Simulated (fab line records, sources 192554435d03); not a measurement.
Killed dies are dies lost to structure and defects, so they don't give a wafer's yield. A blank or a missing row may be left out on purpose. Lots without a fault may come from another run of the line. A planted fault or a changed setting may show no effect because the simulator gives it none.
Split-lot experiment | flow n5_finfet | 7 lots, 21 wafers read, on a route of 1938 steps

THE SPLIT
At N5_SD_EPI_N_COAT_33 (time 60 s, resist thk 35 nm), the setting spin_rpm was moved away from the recipe's 1500 rpm on 6 of the 21 wafers read, by -3.4% to +10.7%. The other wafers ran this setting at the recipe's value.

FROM THE SPLIT TO THE READING: what the file shows between them, 4 steps
- N5_SD_EPI_N_COAT_03: resist thk 150 nm
- N5_SD_EPI_N_EBR_05
- N5_SD_EPI_N_DESCUM_14: chemistry O2, time 7.9 s
- N5_SD_EPI_N_ETCH_34: etches SiARC in CF4, target depth 45.5 nm, time 75.8 s

THE READING
SiARC_of_SD_EPI_N_COAT_33.thk_nm (the simulator's own value, which no gauge read), in nm, at N5_SD_EPI_N_ETCH_35 (etches SOC in N2/H2, overetch 108 nm, time 486 s). The file gives no usual value for it. The 15 wafers here that ran the recipe average 19.3 nm, standard deviation 0.24 nm.

wafer  | tool, chamber at the split | spin_rpm as run, rpm | against the recipe | SiARC_of_SD_EPI_N_COAT_33.thk_nm, nm | against lot-mates on the recipe
L077.3 | litho_track-05, 0          | 1500                 | recipe             | 19.6                                 | -
L077.5 | litho_track-05, 0          | 1500                 | recipe             | 19.6                                 | -
L077.6 | litho_track-05, 0          | 1500                 | recipe             | 19.6                                 | -
L078.1 | litho_track-05, 0          | 1660                 | +10.7%             | 17.4                                 | -1.6
L078.2 | litho_track-05, 0          | 1660                 | +10.7%             | 17.2                                 | -1.8
L078.6 | litho_track-05, 0          | 1500                 | recipe             | 19                                   | -
L082.3 | litho_track-05, 0          | 1500                 | recipe             | 19.4                                 | -
L082.4 | litho_track-05, 0          | 1449                 | -3.4%              | 19.6                                 | +0.2
L082.5 | litho_track-05, 0          | 1449                 | -3.4%              | 20                                   | +0.6
L090.1 | litho_track-03, 0          | 1500                 | recipe             | 19.4                                 | -
L090.3 | litho_track-03, 0          | 1500                 | recipe             | 19.2                                 | -
L090.6 | litho_track-03, 0          | 1500                 | recipe             | 19.2                                 | -
L092.1 | litho_track-01, 0          | 1500                 | recipe             | 19.2                                 | -
L092.2 | litho_track-01, 0          | 1500                 | recipe             | 19.6                                 | -
L092.6 | litho_track-01, 0          | 1500                 | recipe             | 19                                   | -
L094.3 | litho_track-03, 0          | 1627                 | +8.5%              | 17.6                                 | -1.2
L094.4 | litho_track-03, 0          | 1627                 | +8.5%              | 17.4                                 | -1.4
L094.6 | litho_track-03, 0          | 1500                 | recipe             | 18.8                                 | -
L095.3 | litho_track-03, 0          | 1500                 | recipe             | 19.4                                 | -
L095.5 | litho_track-03, 0          | 1500                 | recipe             | 19.4                                 | -
L095.6 | litho_track-03, 0          | 1500                 | recipe             | 19.2                                 | -

THE FIT
A straight line over all 21 wafers: SiARC_of_SD_EPI_N_COAT_33.thk_nm changes by -0.193 nm for each +1% of spin_rpm; r = -0.96; the points scatter about the line by 0.24 nm.
The same after taking each lot's own level away (the mean of its wafers on the recipe; 21 wafers): -0.153 nm for each +1%; r = -0.98; scatter 0.14 nm.
On that fit, the largest move of spin_rpm shifts the reading by 1.6 nm.
The lots' own levels span 18.80 to 19.60 nm, that is 3.3 times the standard deviation above.
So the lot-to-lot level changes the slope: the two fits differ.
Check: with one of the wafers moved furthest among these (+10.7%) left out of the fit, the line predicts -1.68 nm for it against its lot-mates. It came out at -1.6 nm against them.

OTHER SPLITS ON THESE WAFERS
These wafers also went through other splits before the reading. Each is held against what the fit with the lots' levels taken away leaves over:
other split on the same wafers                    | wafers away from the commonest value | r with SiARC_of_SD_EPI_N_COAT_33.thk_nm (lot level and that fit taken away)
N5_ZERO_LAYER_EXPOSE_08 dose_mj                   | 5                                    | -0.33
N5_WELL_APT_COAT_02 spin_rpm                      | 5                                    | -0.01
N5_PMOS_HMC_CHANNEL_EPI_EXPOSE_06 dose_mj         | 6                                    | -0.12
N5_PMOS_HMC_CHANNEL_EPI_DEVELOP_08 develop_time_s | 4                                    | +0.16
N5_FIN_SAQP_SPACER1_ALD_24 ald_cycles             | 5                                    | +0.07
N5_FIN_SAQP_COAT_68 spin_rpm                      | 5                                    | -0.01
N5_DUMMY_GATE_PECVD_30 time_s                     | 7                                    | +0.13

THE WHOLE CHAIN: every reading that the file lists as answering this split, in the file's order
step                | what it does                                           | reading                                                                                   | change (the file's fit)               | r (the file's)
N5_SD_EPI_N_COAT_33 | time 60 s, resist thk 35 nm                            | SiARC_of_SD_EPI_N_COAT_33.thk_nm (the simulator's own value, which no gauge read)         | -0.163 nm for each +1% of the setting | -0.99
N5_SD_EPI_N_ETCH_34 | etches SiARC in CF4, target depth 45.5 nm, time 75.8 s | etch.depth_nm (the simulator's own value, which no gauge read)                            | -0.165 nm for each +1% of the setting | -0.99
N5_SD_EPI_N_ETCH_34 | etches SiARC in CF4, target depth 45.5 nm, time 75.8 s | CAR-ArF-block_of_SD_EPI_N_COAT_03.thk_nm (the simulator's own value, which no gauge read) | +0.149 nm for each +1% of the setting | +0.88
N5_SD_EPI_N_ETCH_35 | etches SOC in N2/H2, overetch 108 nm, time 486 s       | SiARC_of_SD_EPI_N_COAT_33.thk_nm (the simulator's own value, which no gauge read)         | -0.155 nm for each +1% of the setting | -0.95

THE FILE'S OWN FIT
SiARC_of_SD_EPI_N_COAT_33.thk_nm changes by -0.155 nm for each +1% of spin_rpm, r = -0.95.
